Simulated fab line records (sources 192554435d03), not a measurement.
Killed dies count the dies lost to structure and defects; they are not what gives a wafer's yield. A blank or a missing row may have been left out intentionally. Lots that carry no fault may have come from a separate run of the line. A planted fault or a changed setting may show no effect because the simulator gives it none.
fab line records	flow n5_finfet	part 2 of 2: steps 5 to 6 of 6
[record] lots = 24	wafers = 72	last_day = 17
route steps=1938 shown FIN_SAQP@148 FIN_CUT@168 STI_FIN_REVEAL@200 DUMMY_GATE@218
lots that met no fault: from a run of the same line without faults
start_h: start of the lot's first displayed wafer, in hours after the record's first day	wait_h: how many hours have passed since the lot's step before this one	" identical to the entry in the row above	L1.1+2: a row that stands for several wafers	- no value, or no start was given	* or withheld: withheld	< > ~ a bound
route shown NAME@n: names a module that has steps shown in the file, with the first one's number in the route	usual: mean/standard deviation taken from wafers without a fault	same: alike in all rows	chamber/n: place in a boat	sites: per-site readings	_std_site: the standard deviation of these	_edge_site: the outer-site mean with the inner-site mean subtracted	radius_mm: how far each site lies from the wafer's centre	mask NAME#n: copy n	behind: the most recent tool/chamber to have shaped the wafer	hold: the reason the lot was held/the length of the hold in hours/how it ended	device: the transistor (n, p or np) that didn't switch	end of line: tests run on the same wafers once the route is complete	where a step has no rows: the recipe by itself	killed: dies lost to structure and defects at the first sort, not the wafer's yield	map: shows each die of a wafer: x if killed, . if not, _ if none is there
set.NAME: setting as actually run; set.NAME@STEP: the setting as run at that earlier step	model.NAME: the simulator's own value behind a step, which no gauge read
route steps across a sampled set of lots; one table per step, one row per wafer
services: the hour from which a tool's chamber was out of use, counted from the record's first day as start_h (under 0 if before that day), plus the number of hours and why
[[steps]]
[step N5_DUMMY_GATE_CMP_04]
[recipe] material = a-Si	post_cmp_clean = alkaline_brush
[usual] motor_current_A = 9.7/1.1	slurry_flow_ml_min = 150.0/0.49	time_to_endpoint_s = 15.9/2.6
lot.wafer	tool	chamber	start_h	wait_h	motor_current_A	slurry_flow_ml_min	time_to_endpoint_s
L074.4	cmp-04	0	42.34	0.1	9.1	150.2	15.6
L074.2	"	1	"	"	9.8	149.7	18.3
L074.5	"	0	"	"	9.0	150.0	13.1
L075.3	cmp-02	1	49.55	0.0	11.0	149.7	15.0
L075.1	"	0	"	"	9.5	150.3	13.5
L075.6	"	2	"	"	9.2	149.8	10.2
L076.3	cmp-01	2	54.13	0.0	12.6	150.6	13.6
L076.1	"	3	"	"	8.2	150.2	16.5
L076.2	"	0	"	"	9.6	149.6	15.6
L077.3	cmp-01	0	59.90	0.1	9.3	149.8	19.3
L077.2	"	2	"	"	12.3	149.8	14.5
L077.6	"	3	"	"	8.5	149.4	14.8
L078.2	cmp-02	1	64.76	0.1	11.5	150.6	16.0
L078.3	"	2	"	"	9.3	149.9	10.2
L078.5	"	0	"	"	9.9	149.8	12.1
L079.4	cmp-04	2	70.83	0.1	8.5	149.8	16.1
L079.1	"	0	"	"	9.0	150.6	14.1
L079.6	"	1	"	"	10.0	149.0	18.1
L080.2	cmp-04	1	77.07	0.0	9.9	150.3	18.9
L080.3	"	3	"	"	9.9	150.9	18.9
L080.6	"	2	"	"	8.3	150.0	15.5
L081.4	cmp-04	2	83.01	0.0	8.6	150.1	17.7
L081.3	"	0	"	"	8.8	149.4	19.5
L081.2	"	1	"	"	9.9	149.9	22.4
L082.1	cmp-01	1	91.02	0.1	10.8	150.0	13.9
L082.2	"	2	"	"	13.0	150.1	14.0
L082.4	"	3	"	"	7.5	150.8	16.8
L083.3	cmp-04	2	97.36	0.0	8.6	150.5	17.6
L083.1	"	0	"	"	9.0	150.2	14.5
L083.6	"	2	"	"	8.8	150.0	17.5
L084.1	cmp-02	2	104.34	0.1	9.0	149.8	11.8
L084.6	"	0	"	"	9.9	151.1	11.1
L084.5	"	1	"	"	11.3	149.3	15.8
L085.4	cmp-02	2	109.13	0.1	9.5	149.6	12.9
L085.5	"	1	"	"	11.2	150.9	14.9
L085.6	"	2	"	"	8.8	149.5	11.5
L086.3	cmp-04	3	116.08	0.1	10.0	150.1	17.6
L086.1	"	0	"	"	8.9	149.8	20.6
L086.4	"	1	"	"	9.8	150.6	20.2
L087.2	cmp-04	3	120.88	0.0	10.2	150.1	17.4
L087.5	"	3	"	"	9.7	148.9	19.0
L087.6	"	0	"	"	8.7	149.8	19.0
L088.2	cmp-04	3	124.57	0.1	10.2	149.4	17.4
L088.1	"	0	"	"	9.2	149.4	16.2
L088.6	"	2	"	"	8.5	150.0	15.3
L089.3	cmp-04	2	131.40	0.0	8.7	149.9	13.0
L089.1	"	3	"	"	10.4	150.5	15.3
L089.5	"	2	"	"	8.4	150.5	12.5
L090.3	cmp-02	3	137.42	0.1	10.5	150.2	11.3
L090.4	"	0	"	"	9.5	150.3	13.0
L090.6	"	1	"	"	11.6	149.7	15.9
L091.1	cmp-04	0	144.47	0.0	9.2	149.6	13.1
L091.3	"	1	"	"	10.0	150.9	15.2
L091.5	"	1	"	"	10.3	149.9	15.5
L092.1	cmp-01	1	151.79	0.1	10.1	150.0	18.8
L092.2	"	2	"	"	12.8	149.9	15.0
L092.6	"	0	"	"	9.4	149.3	17.1
L093.1	cmp-04	2	156.56	0.0	8.7	149.9	15.7
L093.3	"	3	"	"	10.6	149.8	17.1
L093.4	"	1	"	"	10.3	149.7	18.1
L094.1	cmp-04	1	163.81	0.1	10.2	150.2	15.2
L094.6	"	3	"	"	10.4	151.1	15.5
L094.5	"	0	"	"	9.0	149.9	15.1
L095.3	cmp-04	1	167.78	0.0	9.8	150.4	15.0
L095.2	"	2	"	"	8.9	149.2	13.5
L095.5	"	2	"	"	8.3	149.4	14.9
L096.2	cmp-01	1	172.41	0.0	10.4	150.5	16.6
L096.1	"	3	"	"	7.7	150.8	16.3
L096.5	"	2	"	"	12.0	150.6	14.8
L097.3	cmp-04	1	180.18	0.0	9.7	149.6	16.8
L097.2	"	2	"	"	9.0	150.3	12.2
L097.6	"	1	"	"	10.2	149.7	18.0
[step N5_DUMMY_GATE_ETCH_29]
[recipe] chemistry = N2/H2	target = underlayer	target_depth_a = 130	ion_energy_ev = 200	pressure_mtorr = 30	source_w = 840	bias_w = 150	n2_flow_sccm = 200	h2_flow_sccm = 200
[usual] drypump_motor_current_A = 5.7/0.39	n2_flow_sccm = 200.0/0.61	oes_product_au = 0.82/0.083	rf_vpp_V = 524.7/2.8	showerhead_plenum_p_Torr = 2.57/0.098	throttle_valve_pct = 17.80/0.26
lot.wafer	tool	chamber	start_h	wait_h	drypump_motor_current_A	n2_flow_sccm	oes_product_au	rf_hours_counter_h	rf_vpp_V	showerhead_plenum_p_Torr	throttle_valve_pct
L074.2	rie_diel-06	3	47.07	0.0	5.6	199.6	0.79	123	527.5	2.66	17.72
L074.4	"	2	"	"	6.0	200.3	0.88	42	527.3	2.68	17.47
L074.5	"	2	"	"	6.0	200.3	0.87	-	528.1	2.68	17.47
L075.1	rie_diel-06	1	54.28	0.0	6.2	200.3	0.94	12	524.2	2.51	17.54
L075.3	"	2	"	"	6.0	199.6	0.87	44	528.4	2.68	17.46
L075.6	"	1	"	"	6.2	200.0	0.95	-	523.3	2.51	17.54
L076.1	rie_diel-02	3	58.98	0.0	5.9	199.8	0.89	33	527.9	2.69	17.23
L076.2	"	2	"	"	6.5	199.5	0.84	41	523.0	2.48	18.16
L076.3	"	1	"	"	5.6	201.3	0.96	9	529.7	2.73	17.70
L077.2	rie_diel-04	3	66.55	0.0	6.0	199.5	0.71	251	525.8	2.59	18.32
L077.3	"	0	"	"	5.7	199.8	0.68	233	522.7	2.51	17.89
L077.6	"	2	"	"	5.4	200.6	0.89	-	521.3	2.46	17.92
L078.2	rie_diel-04	2	69.61	0.0	5.3	200.9	0.88	57	521.1	2.46	17.92
L078.3	"	1	"	"	5.6	199.6	0.73	170	523.1	2.51	17.76
L078.5	"	0	"	"	5.6	200.9	0.68	-	523.1	2.51	17.87
L079.1	rie_diel-04	0	75.53	0.0	5.6	199.8	0.67	237	523.2	2.51	17.86
L079.4	"	1	"	"	5.6	200.9	0.72	-	524.0	2.51	17.76
L079.6	"	0	"	"	5.7	200.2	0.68	-	521.4	2.51	17.86
L080.2	rie_diel-02	2	82.00	0.1	6.5	200.2	0.83	48	521.8	2.48	18.16
L080.3	"	2	"	"	6.5	200.8	0.84	-	522.6	2.48	18.17
L080.6	"	2	"	"	6.5	200.1	0.83	-	522.3	2.48	18.16
L081.2	rie_diel-04	2	87.75	0.0	5.4	200.0	0.86	64	521.8	2.46	17.93
L081.3	"	1	"	"	5.5	199.2	0.72	177	523.5	2.51	17.77
L081.4	"	1	"	"	5.5	199.9	0.72	-	523.0	2.51	17.78
L082.1	rie_diel-04	2	95.85	0.0	5.4	199.8	0.87	68	522.9	2.46	17.93
L082.2	"	1	"	"	5.5	199.9	0.72	180	523.6	2.51	17.79
L082.4	"	1	"	"	5.5	200.1	0.71	-	523.6	2.51	17.78
L083.1	rie_diel-06	0	102.21	0.0	5.6	200.0	0.73	174	520.5	2.42	17.90
L083.3	"	2	"	"	6.0	200.8	0.86	57	528.3	2.67	17.49
L083.6	"	2	"	"	6.0	200.8	0.85	-	528.3	2.67	17.50
L084.1	rie_diel-02	0	109.15	0.0	5.1	200.3	0.78	135	527.5	2.66	18.03
L084.5	"	1	"	"	5.6	200.2	0.92	-	527.6	2.72	17.73
L084.6	"	2	"	"	6.5	201.2	0.82	-	522.4	2.48	18.19
L085.4	rie_diel-02	3	113.84	0.0	5.9	200.0	0.86	51	528.0	2.69	17.26
L085.5	"	3	"	"	5.8	200.1	0.87	-	527.9	2.69	17.27
L085.6	"	2	"	"	6.5	199.4	0.82	-	523.2	2.48	18.19
L086.1	rie_diel-04	3	120.78	0.0	6.0	201.1	0.97	8	526.3	2.58	17.87
L086.3	"	2	"	"	5.3	200.1	0.86	73	522.3	2.46	17.97
L086.4	"	3	"	"	6.0	199.8	0.97	-	525.4	2.58	17.86
L087.2	rie_diel-02	0	125.74	0.0	5.1	200.3	0.78	140	526.2	2.66	18.04
L087.5	"	2	"	"	6.5	199.6	0.81	-	521.0	2.48	18.19
L087.6	"	1	"	"	5.7	199.3	0.92	-	530.6	2.72	17.71
L088.1	rie_diel-06	3	129.59	0.0	5.6	200.2	0.76	147	527.9	2.65	17.75
L088.2	"	1	"	"	6.2	200.8	0.89	34	521.8	2.50	17.59
L088.6	"	2	"	"	6.0	199.9	0.84	-	527.0	2.67	17.52
L089.1	rie_diel-04	2	136.13	0.0	5.4	199.8	0.85	79	523.1	2.45	17.96
L089.3	"	3	"	"	6.0	199.6	0.96	14	524.8	2.58	17.86
L089.5	"	3	"	"	6.0	200.2	0.95	-	524.3	2.58	17.85
L090.3	rie_diel-02	3	142.24	0.0	5.9	199.2	0.86	61	526.9	2.68	17.28
L090.4	"	1	"	"	5.7	200.1	0.91	33	527.9	2.72	17.74
L090.6	"	1	"	"	5.6	200.2	0.90	-	528.4	2.72	17.74
L091.1	rie_diel-02	0	149.20	0.0	5.1	199.9	0.77	148	525.7	2.66	18.06
L091.3	"	1	"	"	5.6	200.0	0.89	35	529.5	2.72	17.75
L091.5	"	0	"	"	5.1	199.5	0.78	-	526.9	2.66	18.06
L092.1	rie_diel-02	1	156.51	0.0	5.6	200.7	0.89	37	526.9	2.72	17.74
L092.2	"	2	"	"	6.5	199.8	0.80	73	521.5	2.47	18.20
L092.6	"	0	"	"	5.1	199.7	0.76	-	528.5	2.65	18.07
L093.1	rie_diel-02	2	161.30	0.0	6.5	201.0	0.80	74	522.5	2.47	18.20
L093.3	"	0	"	"	5.1	199.4	0.76	151	528.0	2.65	18.07
L093.4	"	1	"	"	5.6	198.9	0.89	38	528.6	2.72	17.74
L094.1	rie_diel-04	2	168.50	0.0	5.4	200.2	0.83	89	522.7	2.45	17.97
L094.5	"	0	"	"	5.6	201.3	0.94	-	523.4	2.50	17.50
L094.6	"	3	"	"	6.0	199.8	0.92	-	524.4	2.58	17.87
L095.2	rie_diel-04	2	172.53	0.0	5.3	200.0	0.84	90	521.6	2.45	17.98
L095.3	"	1	"	"	5.5	199.6	0.70	208	524.2	2.50	17.84
L095.5	"	1	"	"	5.6	200.4	0.70	-	524.9	2.50	17.82
L096.1	rie_diel-06	0	177.16	0.0	5.6	200.8	0.71	197	519.5	2.41	17.95
L096.2	"	3	"	"	5.6	199.4	0.75	160	525.9	2.64	17.78
L096.5	"	2	"	"	6.0	199.8	0.82	-	526.7	2.66	17.54
L097.2	rie_diel-04	2	185.00	0.0	5.3	200.3	0.83	94	521.8	2.45	17.98
L097.3	"	1	"	"	5.6	199.4	0.69	212	522.6	2.50	17.84
L097.6	"	2	"	"	5.3	200.3	0.83	-	521.5	2.45	17.99
[[services]]
tool	chamber	start_h	hours	kind
cmp-01	-	7.25	4.1	pm
rie_si-03	3	10.04	4.7	repair
cmp-04	-	34.60	2.2	repair
cmp-04	-	36.98	4.0	pm
rie_diel-04	-	41.41	0.5	repair
rie_diel-04	3	42.13	4.5	repair
cmp-04	-	43.76	1.6	repair
cmp-02	-	49.98	2.5	repair
rie_diel-04	1	53.27	13.5	repair
cmp-04	-	55.86	5.2	pm
rie_si-03	0	63.89	4.9	repair
cmp-04	-	64.14	1.5	repair
cmp-01	-	77.15	2.2	repair
rie_diel-02	1	80.37	7.8	repair
rie_diel-02	0	80.68	14.0	repair
plasma_asher-01	-	84.38	1.2	repair
plasma_asher-01	-	88.71	1.4	repair
rie_diel-04	2	97.38	9.7	repair
rie_diel-02	3	139.39	2.0	repair
rie_diel-04	3	146.43	9.5	repair
rie_si-03	1	150.75	21.8	repair
cmp-04	-	158.74	3.8	repair
rie_diel-06	1	181.26	7.0	repair
plasma_asher-02	-	184.82	2.1	repair
